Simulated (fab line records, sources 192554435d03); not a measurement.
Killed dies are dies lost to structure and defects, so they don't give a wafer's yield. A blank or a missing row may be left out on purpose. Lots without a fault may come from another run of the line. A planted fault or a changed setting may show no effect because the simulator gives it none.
fab line records | flow n5_finfet
record lots=6 wafers=17 last_day=15
route steps=1938 shown MIM_TOP_LITHO@1839 MIM_TOP_ETCH@1851 PASSIVATION@1936
lots that met no fault: from a run of the same line without faults
start_h: hours from the record's first day to the start of the lot's first wafer shown | wait_h: hours since the lot's step before | " the same as in the row above | L1.1+2: a row that stands for several wafers | - no value, or no start given | * or withheld: withheld | < > ~ a bound
route shown NAME@n: a module of which the file shows steps, and the number in the route of the first | usual: mean/standard deviation of fault-free wafers | same: alike in all rows | chamber/n: place in a boat | sites: the reading at each site | _std_site: their standard deviation | _edge_site: outer sites' mean less inner sites' | radius_mm: how far each site lies from the wafer's centre | mask NAME#n: copy n | behind: the tool/chamber that last shaped the wafer | hold: why the lot was held/for how many hours/how that ended | device: the transistor (n, p or np) that didn't switch | end of line: the same wafers' tests at the end of the route | a step without rows: its recipe alone | killed: dies lost to structure and defects at the first sort, not the wafer's yield | map: a wafer's dies, x killed, . not, _ none there
set.NAME: the setting as run; set.NAME@STEP: as run at that earlier step | model.NAME: the simulator's own value behind a step, which no gauge read
lots at some steps of the route; a table a step, a row a wafer
services: from which hour (start_h, from the record's first day; less than 0 if before it) a tool's chamber was out of use, for how many hours, and why
## steps
# step N5_MIM_TOP_LITHO_HMDS_01
# recipe time_s=60 temp_c=120
# step N5_MIM_TOP_LITHO_COAT_02
# recipe spin_rpm=* resist_thk_nm=*
# step N5_MIM_TOP_LITHO_EBR_04
# recipe solvent=PGMEA ebr_width_mm=1.5
# step N5_MIM_TOP_LITHO_SOFTBAKE_03
# recipe temp_c=100 time_s=90
# step N5_MIM_TOP_LITHO_EXPOSE_05
# recipe mask_id=MIM_TOP na=0.55 source_shape=conventional sigma_outer=0.8 polarization=unpolarized target_cd_nm=2000 dose_mj=20.5
# step N5_MIM_TOP_LITHO_PEB_06
# recipe peb_temp_c=withheld peb_time_s=*
# step N5_MIM_TOP_LITHO_DEVELOP_07
# recipe develop_time_s=60 rinse_liquid=diw dry=air_spin dev_temp_c=21
# step N5_MIM_TOP_LITHO_HARDBAKE_09
# recipe temp_c=130 time_s=120
# step N5_MIM_TOP_LITHO_CD_MEAS_08
# recipe target_cd_nm=2000 landing_energy_ev=500 detector=se_inlens
# usual cd_nm=1997.1/2.9
# same landing_energy_ev=500
# columns lot.wafer tool chamber start_h wait_h cd_nm
L775.2 cd_sem-03 0 283.49 - 1997.2
L775.3 " 0 " " 2000.0
L775.5 " 0 " " 1999.1
L774.1 cd_sem-02 0 283.52 - 1995.6
L774.2 " 0 " " 1998.7
L774.5 " 0 " " 1999.0
L776.4 cd_sem-01 0 303.33 - 1998.0
L776.6 " 0 " " 2000.1
L784.4 cd_sem-03 0 337.06 - 1994.5
L784.5 " 0 " " 1996.0
L784.6 " 0 " " 1994.5
L785.2 cd_sem-02 0 353.41 - 1993.7
L785.5 " 0 " " 1995.3
L785.6 " 0 " " 1994.3
L787.1 cd_sem-01 0 358.67 - 2002.3
L787.2 " 0 " " 2000.1
L787.5 " 0 " " 2001.7
# step N5_MIM_TOP_LITHO_OVL_MEAS_11
# recipe points_per_wafer=44
# usual MIM_TOP_OVL=-2/5
# columns lot.wafer tool chamber start_h wait_h MIM_TOP_OVL[nm]
L775.2 overlay-01 0 283.52 0.0 -3
L775.3 " 0 " " 7
L775.5 " 0 " " 7
L774.1 overlay-02 0 283.55 0.0 -11
L774.2 " 0 " " -6
L774.5 " 0 " " -9
L776.4 overlay-02 0 303.36 0.0 3
L776.6 " 0 " " 0
L784.4 overlay-01 0 337.09 0.0 6
L784.5 " 0 " " 7
L784.6 " 0 " " 5
L785.2 overlay-01 0 353.44 0.0 -4
L785.5 " 0 " " 1
L785.6 " 0 " " -8
L787.1 overlay-02 0 358.70 0.0 4
L787.2 " 0 " " -6
L787.5 " 0 " " 4
# step N5_MIM_TOP_LITHO_INSPECT_12
# recipe mode=adi inspect_instrument=macro
# usual raw_defect_count=2.2/1.4
# columns lot.wafer tool chamber start_h wait_h raw_defect_count
L775.2 defect_inspect-02 - 283.54 0.0 4
L775.3 " - " " 3
L775.5 " - " " 1
L774.1 defect_inspect-02 - 283.58 0.0 1
L774.2 " - " " 3
L774.5 " - " " 4
L776.4 defect_inspect-01 - 303.38 0.0 3
L776.6 " - " " 2
L784.4 defect_inspect-01 - 337.11 0.0 1
L784.5 " - " " 2
L784.6 " - " " 1
L785.2 defect_inspect-01 - 353.47 0.0 5
L785.5 " - " " 0
L785.6 " - " " 3
L787.1 defect_inspect-01 - 358.72 0.0 1
L787.2 " - " " 3
L787.5 " - " " 0
# step N5_MIM_TOP_LITHO_DESCUM_10
# recipe chemistry=O2 time_s=7.9 source_power_w=50 bias_power_w=20 pressure_mtorr=20 rf_frequency_hz=2.712e+07 temp_c=40 o2_flow_sccm=225
# usual chamber_pressure_mTorr=20.001/0.019 drypump_motor_current_A=5.8/0.4 oes_product_au=0.83/0.074 rf_fwd_power_W=49.69/0.17 rf_vpp_V=243.0/1.7 showerhead_plenum_p_Torr=2.08/0.097 throttle_valve_pct=20.24/0.2
# same time_s=7.9
# columns lot.wafer tool chamber start_h wait_h chamber_pressure_mTorr drypump_motor_current_A oes_product_au rf_fwd_power_W rf_hours_counter_h rf_vpp_V showerhead_plenum_p_Torr throttle_valve_pct
L775.2 rie_diel-04 0 283.57 0.0 19.997 5.6 0.83 49.40 93 245.4 2.21 20.54
L775.3 " 2 " " 19.996 5.3 0.94 49.91 11 241.7 2.03 20.16
L775.5 " 1 " " 20.031 5.4 0.67 49.68 - 244.8 2.16 20.34
L774.1 rie_diel-02 2 283.61 0.0 20.001 5.6 0.90 49.63 20 241.5 2.04 20.16
L774.2 " 3 " " 20.004 6.5 0.67 49.36 245 242.7 2.06 20.29
L774.5 " 1 " " 19.998 5.9 0.86 49.77 - 244.1 2.17 20.35
L776.4 rie_diel-04 0 304.45 1.1 20.021 5.5 0.81 49.48 103 244.3 2.21 20.55
L776.6 " 0 " " 20.007 5.6 0.81 49.75 - 242.7 2.21 20.54
L784.4 rie_diel-04 2 337.15 0.0 19.980 5.3 0.88 49.80 37 241.8 2.02 20.19
L784.5 " 3 " " 20.027 6.1 0.85 49.79 - 242.7 2.03 20.04
L784.6 " 0 " " 19.977 5.5 0.79 49.66 - 246.0 2.20 20.55
L785.2 rie_diel-02 1 353.56 0.1 20.011 5.9 0.81 49.95 80 242.8 2.15 20.41
L785.5 " 1 " " 19.977 5.9 0.82 49.81 - 243.0 2.15 20.41
L785.6 " 2 " " 19.987 5.6 0.86 49.56 - 241.4 2.03 20.19
L787.1 rie_diel-05 2 358.76 0.0 19.977 5.5 0.71 49.63 229 241.2 1.89 20.35
L787.2 " 0 " " 19.980 5.1 0.86 49.64 65 245.2 2.12 19.91
L787.5 " 0 " " 19.980 5.1 0.85 49.63 - 243.9 2.12 19.92
# step N5_MIM_TOP_ETCH_ETCH_00
# recipe chemistry=Cl2/BCl3 target=TiN target_depth_a=385 ion_energy_ev=150 pressure_mtorr=10 icp_w=1000 bias_w=126 Cl2_flow_sccm=53.25 bcl3_flow_sccm=21.75 Ar_flow_sccm=25
# usual chamber_pressure_mTorr=9.999/0.0089 drypump_motor_current_A=5.7/0.49 he_backside_leak_sccm=3.37/0.23 oes_product_au=0.75/0.12 rf_fwd_power_W=994/3.3 throttle_valve_pct=22.88/0.17
# columns lot.wafer tool chamber start_h wait_h chamber_pressure_mTorr drypump_motor_current_A he_backside_leak_sccm oes_product_au rf_fwd_power_W rf_hours_counter_h throttle_valve_pct model.MIM_TOP_ETCH.feature_depth_nm model.etch.depth_nm model.coat_of_MIM_TOP_LITHO_COAT_02.thk_nm
L775.2 rie_metal-01 0 283.66 0.1 10.000 6.1 3.32 0.70 995 76 23.18 38.8 38.84 *
L775.3 " 0 " " 10.008 6.1 3.23 0.70 998 - 23.17 38.8 38.81 *
L775.5 " 1 " " 10.001 5.8 3.89 0.67 997 - 22.79 39.8 39.8 *
L774.1 rie_metal-03 1 283.70 0.1 10.001 5.1 3.32 0.68 1000 79 22.90 37.4 37.34 *
L774.2 " 0 " " 9.994 6.4 3.47 0.62 999 104 22.80 36.4 36.48 *
L774.5 " 1 " " 10.007 5.2 3.41 0.68 995 - 22.90 37.4 37.32 *
L776.4 rie_metal-03 1 304.58 0.1 9.999 5.2 3.63 0.67 988 - 22.89 37.4 37.42 *
L776.6 " 0 " " 10.007 6.5 3.52 0.85 994 - 22.76 57.8 57.83 *
L784.4 rie_metal-03 0 337.27 0.1 10.000 6.4 3.40 0.62 1001 - 22.82 36.8 36.76 *
L784.5 " 0 " " 10.000 6.4 3.33 0.63 1003 - 22.83 37 36.94 *
L784.6 " 1 " " 10.003 5.2 3.37 0.91 996 - 22.86 59.6 59.63 *
L785.2 rie_metal-01 0 353.64 0.1 9.994 6.1 3.04 0.69 993 83 23.19 39.2 39.28 *
L785.5 " 0 " " 10.009 6.1 3.07 0.68 991 - 23.18 39.2 39.21 *
L785.6 " 1 " " 10.009 5.8 3.50 0.66 992 - 22.79 39.4 39.36 *
L787.1 rie_metal-01 0 358.85 0.1 9.996 6.1 3.27 0.70 990 83 23.20 39.8 39.83 *
L787.2 " 1 " " 9.986 5.8 3.74 0.66 996 103 22.79 39.2 39.13 *
L787.5 " 0 " " 9.995 6.1 3.11 0.69 997 - 23.19 39.4 39.37 *
# step N5_MIM_TOP_ETCH_STRIP_01
# recipe chemistry=O2 power_w=600 temp_c=60 pressure_mtorr=30 rf_frequency_hz=6e+07 bias_power_w=0 overash_fraction=0.5 o2_flow_sccm=225
# usual chamber_pressure_mTorr=30.01/0.078 drypump_motor_current_A=6.0/0.46 oes_product_au=0.79/0.097 rf_vpp_V=3.6/1.4 showerhead_plenum_p_Torr=2.07/0.095 throttle_valve_pct=16.67/0.27
# columns lot.wafer tool chamber start_h wait_h chamber_pressure_mTorr drypump_motor_current_A oes_product_au rf_hours_counter_h rf_vpp_V showerhead_plenum_p_Torr throttle_valve_pct
L775.2 rie_diel-06 1 283.86 0.2 30.05 6.5 0.84 64 1.6 2.19 16.55
L775.3 " 0 " " 29.93 6.5 0.72 216 3.9 1.99 16.46
L775.5 " 3 " " 30.03 5.9 0.75 - 2.4 1.92 16.40
L774.1 rie_diel-06 3 283.90 0.2 29.97 5.9 0.74 157 1.6 1.92 16.43
L774.2 " 1 " " 30.13 6.5 0.85 64 3.6 2.19 16.48
L774.5 " 0 " " 30.19 6.5 0.74 - 5.7 1.99 16.47
L776.4 rie_diel-03 0 304.68 0.1 30.05 5.8 0.73 192 2.8 2.17 17.13
L776.6 " 1 " " 30.01 6.7 0.66 - 1.5 1.99 17.12
L784.4 rie_diel-01 3 337.37 0.1 30.08 5.4 0.73 186 5.4 2.08 17.06
L784.5 " 3 " " 30.03 5.4 0.74 - 4.2 2.08 17.02
L784.6 " 2 " " 30.09 5.4 0.70 - 5.0 2.18 17.05
L785.2 rie_diel-03 0 353.78 0.1 30.02 5.8 0.72 209 1.9 2.17 17.17
L785.5 " 1 " " 29.94 6.7 0.63 - 3.8 1.99 17.17
L785.6 " 0 " " 29.95 5.7 0.72 - 4.4 2.17 17.16
L787.1 rie_diel-06 0 358.99 0.1 29.95 6.5 0.71 240 3.9 1.98 16.54
L787.2 " 1 " " 30.03 6.5 0.82 87 1.8 2.18 16.51
L787.5 " 1 " " 30.06 6.5 0.81 - 4.5 2.18 16.55
# step N5_PASSIVATION_PROBE_49
# usual defect_limited_yield=91.2/1.6 killed_at_M0_to_M3=34/11 killed_at_M4_up=13/5.2 killed_at_contacts=13/6.3 killed_at_front_end=40/14 killed_at_other=3.2/2.4 killed_dies=104/19 killed_open=69/14 killed_short=32/7.5 sort_bin_5_function=5.3/1.1 sort_bin_6_memory=3.2/0.73 sort_n_pass=1076/19 sort_yield_pct=91.2/1.6
# same gross_dies=1180 killed_at_back_side=0 sort_bin_4_leakage[%]=0 sort_bin_8_speed[%]=0
# columns lot.wafer tool chamber start_h wait_h defect_limited_yield[%] killed_at_M0_to_M3 killed_at_M4_up killed_at_contacts killed_at_front_end killed_at_other killed_dies killed_open killed_short sort_bin_5_function[%] sort_bin_6_memory[%] sort_n_pass sort_yield_pct[%]
L776.4 prober-01 - 315.09 0.2 91.0 47 16 9 29 5 106 70 33 5.2 3.6 1074 91.0
L776.6 prober-01 - 315.19 0.3 91.9 32 10 24 24 5 95 65 28 4.5 3.5 1085 91.9
L784.4 prober-02 - 347.55 0.2 89.6 31 13 15 58 6 123 87 34 5.5 4.5 1057 89.6
L785.2 prober-02 - 364.54 0.1 88.3 52 21 21 39 5 138 95 41 7.1 4.4 1042 88.3
L787.1 prober-01 - 369.36 0.0 92.3 20 19 12 36 4 91 59 31 4.4 3.0 1089 92.3
L787.2 prober-01 - 369.41 0.1 89.0 51 7 18 53 1 130 86 43 7.2 3.5 1050 89.0
# killed by level:class
L776.4 BEOL_M0_SAQP:geometric_particle:open=12 BEOL_M0_SAQP:geometric_particle:short=10 BEOL_M3:geometric_particle:open=10 MOL_CONTACT_COAG:geometric_particle:open=8 BEOL_M2:geometric_particle:open=8 STI_FIN_REVEAL:geometric_particle:open=7 DUMMY_GATE:geometric_particle:open=5 STARTING-WAFER:geometric_particle:short=5
L776.6 MOL_CONTACT_COAG:geometric_particle:open=18 STI_FIN_REVEAL:geometric_particle:open=8 BEOL_M0_SAQP:geometric_particle:short=7 BEOL_M3:geometric_particle:open=7 STARTING-WAFER:geometric_particle:open=6 MOL_CONTACT_COAG:geometric_particle:short=6 BEOL_M0_SAQP:geometric_particle:open=6 BEOL_M1:geometric_particle:open=3
L784.4 FIN_SAQP:geometric_particle:open=15 MOL_CONTACT_COAG:geometric_particle:open=13 STI_FIN_REVEAL:geometric_particle:open=12 BEOL_M2:geometric_particle:open=9 BEOL_M4:geometric_particle:open=8 BEOL_M0_SAQP:geometric_particle:open=6 BEOL_M0_SAQP:geometric_particle:short=6 DUMMY_GATE:geometric_particle:open=5
L785.2 MOL_CONTACT_COAG:geometric_particle:open=15 BEOL_M4:geometric_particle:open=15 BEOL_M0_SAQP:geometric_particle:short=12 BEOL_M0_SAQP:geometric_particle:open=12 BEOL_M3:geometric_particle:open=9 FIN_SAQP:geometric_particle:open=9 STI_FIN_REVEAL:geometric_particle:open=6 DUMMY_GATE:geometric_particle:open=6
L787.1 MOL_CONTACT_COAG:geometric_particle:open=12 FIN_SAQP:geometric_particle:short=9 BEOL_M4:geometric_particle:open=9 BEOL_M0_SAQP:geometric_particle:open=7 FIN_SAQP:geometric_particle:open=5 BEOL_M0_SAQP:geometric_particle:short=5 STI_FIN_REVEAL:geometric_particle:open=4 DUMMY_GATE:geometric_particle:short=4
L787.2 MOL_CONTACT_COAG:geometric_particle:open=12 BEOL_M2:geometric_particle:open=12 FIN_SAQP:geometric_particle:open=9 BEOL_M0_SAQP:geometric_particle:open=9 FIN_SAQP:geometric_particle:short=8 STI_FIN_REVEAL:geometric_particle:open=8 BEOL_M0_SAQP:geometric_particle:short=8 DUMMY_GATE:geometric_particle:open=7
## services
# columns tool chamber start_h hours kind
rie_diel-02 0 277.44 - clean
rie_diel-02 0 277.44 - consumable_replace:focus_ring
rie_diel-02 0 277.44 - consumable_replace:showerhead
rie_diel-02 0 277.44 14.1 scheduled_down
rie_diel-02 0 277.44 14.1 vent_cycle
rie_diel-05 - 291.28 14.6 pm
rie_diel-01 1 293.98 4.3 repair
rie_diel-02 3 294.33 - clean
rie_diel-02 3 294.33 - consumable_replace:focus_ring
rie_diel-02 3 294.33 19.3 scheduled_down
rie_diel-02 3 294.33 19.3 vent_cycle
rie_diel-03 - 297.78 2.8 pm
rie_diel-04 1 306.00 - clean
rie_diel-04 1 306.00 - consumable_replace:focus_ring
rie_diel-04 1 306.00 15.0 scheduled_down
rie_diel-04 1 306.00 15.0 vent_cycle
rie_diel-04 3 317.19 18.4 repair
rie_diel-02 2 328.01 2.4 repair
rie_diel-01 - 333.66 2.8 pm
rie_metal-03 0 337.58 - clean
rie_metal-03 0 337.58 25.1 scheduled_down
rie_metal-03 0 337.58 25.1 vent_cycle
rie_diel-03 2 348.96 - clean
rie_diel-04 3 352.07 12.2 repair
## key
first_sign none at tools or gauges
model_effect step=N5_MIM_TOP_ETCH_ETCH_00 value=MIM_TOP_ETCH.feature_depth_nm without=37.2 struck=58.7
met_at N5_MIM_TOP_ETCH_ETCH_00
struck_wafers L776.6,L784.6
onset_between 283.70 304.58
fault kind=process_parameter_drift tool=rie_metal-03 chamber=- onset_h=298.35 steps=N5_MIM_TOP_ETCH_ETCH_00 channel=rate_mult offset=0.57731 shape=step end_h=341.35 scope=struck_wafers_only
